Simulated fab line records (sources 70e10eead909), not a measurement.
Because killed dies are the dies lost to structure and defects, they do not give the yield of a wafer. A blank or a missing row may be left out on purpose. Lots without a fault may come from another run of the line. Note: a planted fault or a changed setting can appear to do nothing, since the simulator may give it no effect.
Matching of chambers / flow nandHarc / rieDiel-10 running NHARC_P_GATE_DESCUM_48: 4 sister chambers
The step chemistry O2, time 3 s. 8 wafers are shown with their chamber, then 11 later ones without.

== WAFERS, EACH WITH ITS CHAMBER ==
wafer=L080.3; chamber=1; drypumpMotorCurrentA (A)=5.8; oesProductAu (a.u.)=1.003
wafer=L080.5; chamber=3; drypumpMotorCurrentA (A)=5.5; oesProductAu (a.u.)=0.999
wafer=L082.5; chamber=2; drypumpMotorCurrentA (A)=5.7; oesProductAu (a.u.)=1.016
wafer=L082.6; chamber=3; drypumpMotorCurrentA (A)=5.5; oesProductAu (a.u.)=0.999
wafer=L086.1; chamber=0; drypumpMotorCurrentA (A)=6.4; oesProductAu (a.u.)=0.991
wafer=L086.2; chamber=2; drypumpMotorCurrentA (A)=5.8; oesProductAu (a.u.)=1.018
wafer=L086.6; chamber=1; drypumpMotorCurrentA (A)=5.8; oesProductAu (a.u.)=1.012
wafer=L088.1; chamber=0; drypumpMotorCurrentA (A)=6.3; oesProductAu (a.u.)=0.993

== WAFERS MISSING THEIR CHAMBER ==
wafer=L088.2; drypumpMotorCurrentA (A)=5.7; oesProductAu (a.u.)=0.994
wafer=L088.3; drypumpMotorCurrentA (A)=5.8; oesProductAu (a.u.)=0.990
wafer=L095.3; drypumpMotorCurrentA (A)=5.5; oesProductAu (a.u.)=0.985
wafer=L095.4; drypumpMotorCurrentA (A)=5.7; oesProductAu (a.u.)=0.996
wafer=L095.5; drypumpMotorCurrentA (A)=5.7; oesProductAu (a.u.)=0.995
wafer=L097.1; drypumpMotorCurrentA (A)=5.8; oesProductAu (a.u.)=0.990
wafer=L097.2; drypumpMotorCurrentA (A)=5.5; oesProductAu (a.u.)=0.987
wafer=L097.3; drypumpMotorCurrentA (A)=5.8; oesProductAu (a.u.)=0.990
wafer=L097.4; drypumpMotorCurrentA (A)=6.4; oesProductAu (a.u.)=0.989
wafer=L097.5; drypumpMotorCurrentA (A)=5.7; oesProductAu (a.u.)=0.988
wafer=L097.6; drypumpMotorCurrentA (A)=5.8; oesProductAu (a.u.)=1.004

== EACH ONE'S CHAMBER ==
wafer=L088.2; from the rows above=can't be placed: 3 or 1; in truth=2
wafer=L088.3; from the rows above=can't be placed: 1 or 3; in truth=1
wafer=L095.3; from the rows above=3; in truth=3
wafer=L095.4; from the rows above=can't be placed: 1 or 3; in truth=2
wafer=L095.5; from the rows above=can't be placed: 3 or 1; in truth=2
wafer=L097.1; from the rows above=can't be placed: 1 or 3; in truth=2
wafer=L097.2; from the rows above=3; in truth=3
wafer=L097.3; from the rows above=can't be placed: 1 or 3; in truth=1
wafer=L097.4; from the rows above=0; in truth=0
wafer=L097.5; from the rows above=can't be placed: 3 or 1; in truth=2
wafer=L097.6; from the rows above=1; in truth=1
4 of 11 placed correctly. Cannot be placed on the basis of these rows: 7; the candidates contain the true chamber in 2. Placed wrongly: 0.
How it was worked out, from the rows above alone: a wafer's distance from a chamber is the root of the sum, over the readings, of the square of ((its reading less the chamber's mean) divided by the reading's scatter). The wafer belongs to the nearest chamber; if the next one is less than 2 further off, it can't be placed. For every chamber, the mean is computed from those of its wafers that are shown. The scatter: take each reading less its chamber's mean, square it, sum over the shown wafers, divide by the number of wafers less the number of chambers, and take the root.
